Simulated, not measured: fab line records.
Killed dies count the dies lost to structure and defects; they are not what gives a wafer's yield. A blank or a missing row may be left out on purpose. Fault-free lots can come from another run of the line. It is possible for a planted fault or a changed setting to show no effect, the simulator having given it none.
fab line records	flow n5-finfet
record: lots: 14	wafers: 42	last-day: 18
route steps=1938 shown WELL_APT@29 PMOS_HMC_CHANNEL_EPI@71
lots with no fault: from the same line, run without faults
start-h: hours from the record's opening day to when the first of the lot's shown wafers began	wait-h: time in hours since the lot's previous step	" same as the row above	L1.1+2: several wafers, shown together as one row	- no value, or no start given	* or withheld: withheld	< > ~ a bound
route shown NAME@n: NAME is a module with steps in the file, n the number in the route of the first one	usual: average and standard deviation across the fault-free wafers	same: alike in all rows	chamber/n: place in a boat	sites: per-site readings	_std_site: standard deviation across them	_edge_site: inner sites' mean taken away from outer sites' mean	radius-mm: for every site, how far away it sits from the centre of the wafer	mask NAME#n: copy n	behind: the most recent tool/chamber to have shaped the wafer	hold: the reason the lot was held/the length of the hold in hours/how it ended	device: whichever transistor did not switch (one of n, p or np)	end of line: at the end of the route, the tests of the same wafers	for a step that has no rows: nothing shown but its recipe	killed: count of dies lost to structure and defects at first sort (not the wafer's yield)	map: dies across one wafer; x = killed, . = not, _ = none there
set.NAME: the setting the step ran with; set.NAME@STEP: the setting that earlier step ran with	model.NAME: the simulator's own value behind a step, which no gauge read
a sample of lots followed through the steps of the route, with each step as a table and each wafer as a row
services: the hour from which a tool's chamber was out of use, counted from the record's first day as start-h (under 0 if before that day), plus the number of hours and why
== steps ==
step: N5_WELL_APT_OVL_MEAS_09
recipe: points-per-wafer: 44
usual: NWELL_OVL: -6/8.4
lot.wafer	tool	chamber	start-h	wait-h	NWELL_OVL[nm]
L279.1	overlay-01	0	13.73	0.0	-7
L279.5	"	0	"	"	1
L279.6	"	0	"	"	9
L280.3	overlay-02	0	19.66	0.0	-7
L280.4	"	0	"	"	3
L280.6	"	0	"	"	16
L282.1	overlay-01	0	31.59	0.0	-13
L282.4	"	0	"	"	-22
L282.5	"	0	"	"	-12
L283.1	overlay-02	0	37.60	0.0	-10
L283.3	"	0	"	"	-9
L283.5	"	0	"	"	-10
L284.2	overlay-01	0	43.59	0.0	-6
L284.3	"	0	"	"	3
L284.6	"	0	"	"	-5
L285.3	overlay-01	0	49.71	0.0	-3
L285.5	"	0	"	"	-5
L285.6	"	0	"	"	-4
L286.1	overlay-01	0	55.84	0.0	-5
L286.3	"	0	"	"	-10
L286.6	"	0	"	"	-4
L287.1	overlay-02	0	61.72	0.0	3
L287.4	"	0	"	"	4
L287.5	"	0	"	"	-12
L289.2	overlay-02	0	74.05	0.0	-15
L289.4	"	0	"	"	-15
L289.5	"	0	"	"	-9
L290.1	overlay-01	0	79.71	0.0	-6
L290.3	"	0	"	"	-14
L290.6	"	0	"	"	-13
L298.3	overlay-02	0	127.79	0.0	-8
L298.4	"	0	"	"	-8
L298.6	"	0	"	"	-10
L300.1	overlay-02	0	139.93	0.0	-1
L300.4	"	0	"	"	3
L300.6	"	0	"	"	7
L301.2	overlay-02	0	146.02	0.0	-14
L301.3	"	0	"	"	-8
L301.4	"	0	"	"	-3
L302.1	overlay-02	0	151.84	0.0	-3
L302.3	"	0	"	"	2
L302.6	"	0	"	"	-2
step: N5_WELL_APT_DESCUM_13
recipe: chemistry: O2	time-s: 7.9	source-power-w: 50	bias-power-w: 20	pressure-mtorr: 20	rf-frequency-hz: 2.712e+07	temp-c: 40	o2-flow-sccm: 225
usual: drypump-motor-current-A: 5.5/0.4	oes-product-au: 0.77/0.086	rf-fwd-power-W: 49.65/0.16	rf-vpp-V: 243.1/1.7	showerhead-plenum-p-Torr: 2.09/0.099	throttle-valve-pct: 20.54/0.3
lot.wafer	tool	chamber	start-h	wait-h	drypump-motor-current-A	oes-product-au	rf-fwd-power-W	rf-hours-counter-h	rf-vpp-V	showerhead-plenum-p-Torr	throttle-valve-pct
L279.1	rie-diel-03	3	13.79	0.0	5.4	0.87	49.49	33	244.4	2.22	20.32
L279.5	"	0	"	"	5.5	0.78	49.73	-	242.0	2.00	20.75
L279.6	"	1	"	"	5.0	0.72	49.29	-	240.9	1.97	20.39
L280.3	rie-diel-01	0	19.72	0.0	5.8	0.68	49.45	206	245.1	2.17	20.83
L280.4	"	3	"	"	5.6	0.84	49.87	49	242.5	2.14	20.15
L280.6	"	1	"	"	5.0	0.72	49.58	-	244.2	2.18	20.77
L282.1	rie-diel-05	2	31.66	0.1	5.7	0.70	49.57	176	243.6	2.09	20.60
L282.4	"	0	"	"	4.7	0.67	49.82	241	244.6	2.15	20.39
L282.5	"	3	"	"	6.3	0.73	49.88	-	242.6	2.09	20.52
L283.1	rie-diel-01	3	37.67	0.0	5.6	0.83	49.68	55	243.0	2.14	20.18
L283.3	"	1	"	"	5.1	0.71	49.87	-	244.3	2.18	20.75
L283.5	"	3	"	"	5.6	0.84	49.84	-	242.1	2.14	20.19
L284.2	rie-diel-01	1	43.70	0.1	5.0	0.71	49.99	172	243.7	2.18	20.78
L284.3	"	1	"	"	5.1	0.71	49.59	-	244.3	2.18	20.79
L284.6	"	2	"	"	5.9	0.73	49.69	-	242.4	2.02	21.09
L285.3	rie-diel-03	3	49.94	0.2	5.4	0.84	49.46	47	246.2	2.22	20.34
L285.5	"	0	"	"	5.5	0.76	49.56	-	241.1	2.00	20.78
L285.6	"	1	"	"	5.0	0.70	49.57	-	241.6	1.96	20.40
L286.1	rie-diel-03	0	55.90	0.0	5.5	0.77	49.84	144	241.7	2.00	20.78
L286.3	"	1	"	"	5.0	0.71	49.58	219	243.7	1.96	20.41
L286.6	"	0	"	"	5.5	0.77	49.64	-	242.3	2.00	20.80
L287.1	rie-diel-03	0	61.81	0.1	5.5	0.77	49.81	146	242.5	2.00	20.79
L287.4	"	3	"	"	5.4	0.83	49.66	-	246.1	2.22	20.34
L287.5	"	0	"	"	5.5	0.77	49.73	-	241.0	2.00	20.77
L289.2	rie-diel-03	3	74.14	0.1	5.4	0.82	49.35	57	244.6	2.22	20.35
L289.4	"	0	"	"	5.5	0.75	49.74	151	241.3	1.99	20.79
L289.5	"	1	"	"	5.0	0.69	49.52	-	241.0	1.96	20.41
L290.1	rie-diel-01	2	79.80	0.1	5.9	0.72	49.49	222	242.1	2.02	21.10
L290.3	"	3	"	"	5.6	0.82	49.65	69	243.4	2.13	20.20
L290.6	"	2	"	"	5.9	0.72	49.49	-	239.3	2.02	21.11
L298.3	rie-diel-05	2	128.59	0.8	5.7	0.68	49.88	213	244.1	2.07	20.65
L298.4	"	0	"	"	4.7	0.92	49.64	23	244.8	2.14	20.12
L298.6	"	1	"	"	5.6	0.80	49.62	-	241.0	2.05	20.68
L300.1	rie-diel-03	0	139.99	0.0	5.5	0.75	49.67	170	242.4	1.99	20.81
L300.4	"	2	"	"	6.0	0.93	49.81	24	246.2	2.23	20.16
L300.6	"	0	"	"	5.5	0.75	49.69	-	240.7	1.99	20.81
L301.2	rie-diel-03	1	146.19	0.1	5.0	0.68	49.50	246	241.0	1.95	20.44
L301.3	"	2	"	"	6.0	0.91	49.60	25	246.2	2.23	20.17
L301.4	"	3	"	"	5.4	0.81	49.69	73	245.0	2.21	20.37
L302.1	rie-diel-01	1	151.89	0.0	5.0	0.69	49.60	210	244.6	2.16	20.84
L302.3	"	2	"	"	5.9	0.70	49.43	252	239.4	2.01	21.15
L302.6	"	2	"	"	5.9	0.69	49.81	-	241.6	2.01	21.15
step: N5_WELL_APT_DEVELOP_24
recipe: develop-time-s: 45	rinse-liquid: surfactant-rinse	dry: air-spin	dev-temp-c: 21
usual: chill-plate-temp-C: 22.99/0.1	develop-time-s: 45/0	exhaust-pa: 44.8/0.98
lot.wafer	tool	chamber	start-h	wait-h	chill-plate-temp-C	develop-time-s	exhaust-pa
L279.1	litho-track-01	0	14.87	-	23.02	45	44.8
L279.5	"	0	"	"	23.12	45	45.6
L279.6	"	0	"	"	23.08	45	44.3
L280.3	litho-track-04	0	20.79	-	22.94	45	44.1
L280.4	"	0	"	"	23.04	45	44.8
L280.6	"	0	"	"	22.95	45	44.1
L282.1	litho-track-05	0	32.72	-	22.91	45	44.1
L282.4	"	0	"	"	22.91	45	45.8
L282.5	"	0	"	"	23.09	45	45.8
L283.1	litho-track-05	0	38.76	-	22.98	45	44.5
L283.3	"	0	"	"	22.99	45	44.8
L283.5	"	0	"	"	22.98	45	43.3
L284.2	litho-track-05	0	45.03	-	23.04	45	43.2
L284.3	"	0	"	"	23.22	45	44.7
L284.6	"	0	"	"	23.09	45	44.0
L285.3	litho-track-01	0	51.24	-	22.91	45	44.0
L285.5	"	0	"	"	22.96	45	44.9
L285.6	"	0	"	"	22.67	45	44.2
L286.1	litho-track-05	0	56.96	-	22.90	45	44.5
L286.3	"	0	"	"	23.03	45	45.0
L286.6	"	0	"	"	23.11	45	44.1
L287.1	litho-track-05	0	65.52	-	23.09	45	44.5
L287.4	"	0	"	"	23.05	45	43.9
L287.5	"	0	"	"	23.13	45	43.6
L289.2	litho-track-01	-	75.06	-	-	-	-
L289.4	"	-	"	"	-	-	-
L289.5	"	-	"	"	-	-	-
L290.1	litho-track-05	-	80.87	-	-	-	-
L290.3	"	-	"	"	-	-	-
L290.6	"	-	"	"	-	-	-
L298.3	litho-track-04	0	129.51	-	22.91	45	44.0
L298.4	"	0	"	"	23.02	45	45.7
L298.6	"	0	"	"	22.99	45	44.0
L300.1	litho-track-01	0	140.91	-	22.94	45	46.9
L300.4	"	0	"	"	22.84	45	44.6
L300.6	"	0	"	"	22.92	45	45.7
L301.2	litho-track-01	0	147.12	-	22.83	45	44.4
L301.3	"	0	"	"	23.02	45	44.7
L301.4	"	0	"	"	22.94	45	44.8
L302.1	litho-track-05	0	152.81	-	22.93	45	46.2
L302.3	"	0	"	"	23.09	45	46.7
L302.6	"	0	"	"	23.04	45	45.1
step: N5_WELL_APT_CD_MEAS_25
recipe: target-cd-nm: 200	landing-energy-ev: 500	detector: se-inlens
usual: cd-nm: 198.0/2.5
lot.wafer	tool	chamber	start-h	wait-h	cd-nm
L279.1	cd-sem-01	0	14.98	-	203.2
L279.5	"	0	"	"	198.8
L279.6	"	0	"	"	199.6
L280.3	cd-sem-01	0	20.90	-	198.2
L280.4	"	0	"	"	197.4
L280.6	"	0	"	"	199.4
L282.1	cd-sem-01	0	32.83	-	194.8
L282.4	"	0	"	"	200.1
L282.5	"	0	"	"	195.2
L283.1	cd-sem-03	0	38.87	-	197.6
L283.3	"	0	"	"	196.4
L283.5	"	0	"	"	197.3
L284.2	cd-sem-02	0	45.14	-	192.9
L284.3	"	0	"	"	195.8
L284.6	"	0	"	"	195.5
L285.3	cd-sem-03	0	51.35	-	199.6
L285.5	"	0	"	"	196.6
L285.6	"	0	"	"	199.2
L286.1	cd-sem-02	0	57.07	-	194.9
L286.3	"	0	"	"	197.0
L286.6	"	0	"	"	193.8
L287.1	cd-sem-02	0	65.63	-	197.2
L287.4	"	0	"	"	194.5
L287.5	"	0	"	"	197.4
L289.2	cd-sem-03	0	75.17	-	-
L289.4	"	0	"	"	-
L289.5	"	0	"	"	-
L290.1	cd-sem-02	0	80.98	-	-
L290.3	"	0	"	"	-
L290.6	"	0	"	"	-
L298.3	cd-sem-02	0	129.63	-	198.1
L298.4	"	0	"	"	196.5
L298.6	"	0	"	"	194.3
L300.1	cd-sem-01	0	141.02	-	200.7
L300.4	"	0	"	"	198.8
L300.6	"	0	"	"	197.9
L301.2	cd-sem-02	0	147.23	-	200.1
L301.3	"	0	"	"	199.0
L301.4	"	0	"	"	198.7
L302.1	cd-sem-02	0	152.92	-	197.0
L302.3	"	0	"	"	196.4
L302.6	"	0	"	"	192.5
step: N5_PMOS_HMC_CHANNEL_EPI_STRIP_33
recipe: chemistry: N2/H2	power-w: 500	temp-c: 40	pressure-mtorr: 50	rf-frequency-hz: 6e+07	overash-fraction: 0.3	bias-power-w: 8	h2-frac: 0.5	n2-flow-sccm: 300	h2-flow-sccm: 300
usual: drypump-motor-current-A: 5.5/0.37	oes-product-au: 0.79/0.087	rf-vpp-V: 54.4/1.5	showerhead-plenum-p-Torr: 3.38/0.11	throttle-valve-pct: 19.0/0.33
lot.wafer	tool	chamber	start-h	wait-h	drypump-motor-current-A	oes-product-au	rf-hours-counter-h	rf-vpp-V	showerhead-plenum-p-Torr	throttle-valve-pct
L279.1	rie-diel-04	1	17.56	0.0	5.0	0.72	177	55.6	3.34	18.9
L279.5	"	3	"	"	5.4	0.76	-	55.7	3.51	18.8
L279.6	"	2	"	"	5.7	0.76	-	55.8	3.22	18.5
L280.3	rie-diel-06	2	23.17	0.0	6.1	0.81	81	55.1	3.40	19.0
L280.4	"	0	"	"	5.6	0.78	-	52.6	3.54	19.3
L280.6	"	1	"	"	5.4	0.92	-	56.3	3.29	19.0
L282.1	rie-diel-06	1	35.27	0.0	5.4	0.90	22	53.6	3.29	19.0
L282.4	"	0	"	"	5.6	0.77	114	53.5	3.54	19.3
L282.5	"	1	"	"	5.5	0.91	-	54.3	3.29	19.0
L283.1	rie-diel-06	0	41.33	0.0	5.6	0.78	116	51.8	3.54	19.3
L283.3	"	1	"	"	5.4	0.92	24	53.9	3.29	19.1
L283.5	"	1	"	"	5.4	0.89	-	51.8	3.29	19.0
L284.2	rie-diel-04	1	47.63	0.0	5.0	0.71	186	53.6	3.34	18.9
L284.3	"	2	"	"	5.7	0.75	127	55.1	3.22	18.5
L284.6	"	2	"	"	5.7	0.74	-	56.2	3.22	18.6
L285.3	rie-diel-02	0	54.01	0.0	4.8	0.73	191	52.9	3.36	19.5
L285.5	"	1	"	"	6.0	0.76	-	53.3	3.33	18.9
L285.6	"	0	"	"	4.8	0.72	-	52.5	3.36	19.5
L286.1	rie-diel-04	1	59.97	0.0	5.0	0.70	190	55.2	3.33	18.9
L286.3	"	2	"	"	5.7	0.74	131	52.9	3.22	18.6
L286.6	"	0	"	"	5.6	0.92	-	52.8	3.30	19.1
L287.1	rie-diel-06	3	68.13	0.0	5.2	0.93	11	52.7	3.60	18.8
L287.4	"	1	"	"	5.4	0.89	31	54.3	3.28	19.1
L287.5	"	0	"	"	5.6	0.77	-	55.7	3.53	19.3
L298.3	rie-diel-02	0	132.04	0.0	4.8	0.69	221	53.3	3.34	19.6
L298.4	"	1	"	"	6.0	0.72	-	54.4	3.31	19.0
L298.6	"	0	"	"	4.8	0.68	-	55.9	3.34	19.6
L300.1	rie-diel-06	1	144.20	0.0	5.5	0.86	53	53.7	3.27	19.1
L300.4	"	2	"	"	6.1	0.77	118	55.1	3.38	19.1
L300.6	"	2	"	"	6.1	0.78	-	56.9	3.38	19.1
L301.2	rie-diel-04	1	149.61	0.0	5.0	0.68	216	56.3	3.32	19.0
L301.3	"	2	"	"	5.7	0.73	154	56.9	3.21	18.6
L301.4	"	0	"	"	5.7	0.88	43	54.3	3.29	19.1
L302.1	rie-diel-04	0	156.22	0.0	5.7	0.86	45	54.2	3.28	19.1
L302.3	"	2	"	"	5.7	0.72	156	51.8	3.21	18.6
L302.6	"	3	"	"	5.4	0.72	-	59.0	3.48	18.9
== services ==
tool	chamber	start-h	hours	kind
rie-diel-03	0	-9.46	9.6	repair
rie-diel-01	3	-5.13	8.6	repair
rie-diel-02	2	4.78	3.7	repair
rie-diel-02	0	6.13	16.4	repair
rie-diel-04	2	33.25	6.9	repair
rie-diel-01	0	36.21	7.6	repair
rie-diel-01	2	37.04	3.7	repair
rie-diel-01	3	40.19	5.7	repair
rie-diel-03	2	48.02	-	clean
rie-diel-03	2	48.02	-	consumable-replace:focus-ring
rie-diel-03	2	48.02	-	consumable-replace:showerhead
rie-diel-03	2	48.02	15.1	scheduled-down
rie-diel-01	-	51.33	2.8	pm
rie-diel-03	-	57.49	2.8	pm
rie-diel-05	2	79.97	7.6	repair
rie-diel-01	3	91.95	1.8	repair
rie-diel-02	3	98.29	13.9	repair
rie-diel-02	-	99.37	0.4	repair
rie-diel-03	3	102.94	20.2	repair
rie-diel-03	2	110.03	1.3	repair
rie-diel-03	-	114.49	14.6	pm
rie-diel-04	-	115.63	0.3	repair
rie-diel-01	3	120.80	2.2	repair
rie-diel-01	1	123.00	5.2	repair
== key ==
first-sign: step: N5_WELL_APT_DEVELOP_24	reading: tool-record	direction: missing
effect: step: N5_WELL_APT_CD_MEAS_25	reading: cd-nm	direction: missing
met-at N5_WELL_APT_DEVELOP_24
struck-lots L289,L290
later-rows-left-out L289.2,L289.4,L289.5,L290.1,L290.3,L290.6
sort-left-out L289.2,L289.4,L289.5,L290.1,L290.3,L290.6
not-acting-at N5_WELL_APT_OVL_MEAS_09,N5_WELL_APT_DESCUM_13,N5_PMOS_HMC_CHANNEL_EPI_STRIP_33
onset-between 65.52 75.06
fault: kind: skipped-step-whole	tool: litho-track-01,litho-track-05	chamber: -	onset-h: 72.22	steps: N5_WELL_APT_DEVELOP_24	scope: struck-lots-only
sort-left-out: the simulated sort isn't trusted on such a fault, so these wafers' sort isn't shown, and their yield isn't known
later-rows-left-out: the simulator's readings of these wafers behind a module that went badly wrong aren't trusted and aren't shown, but for the sort
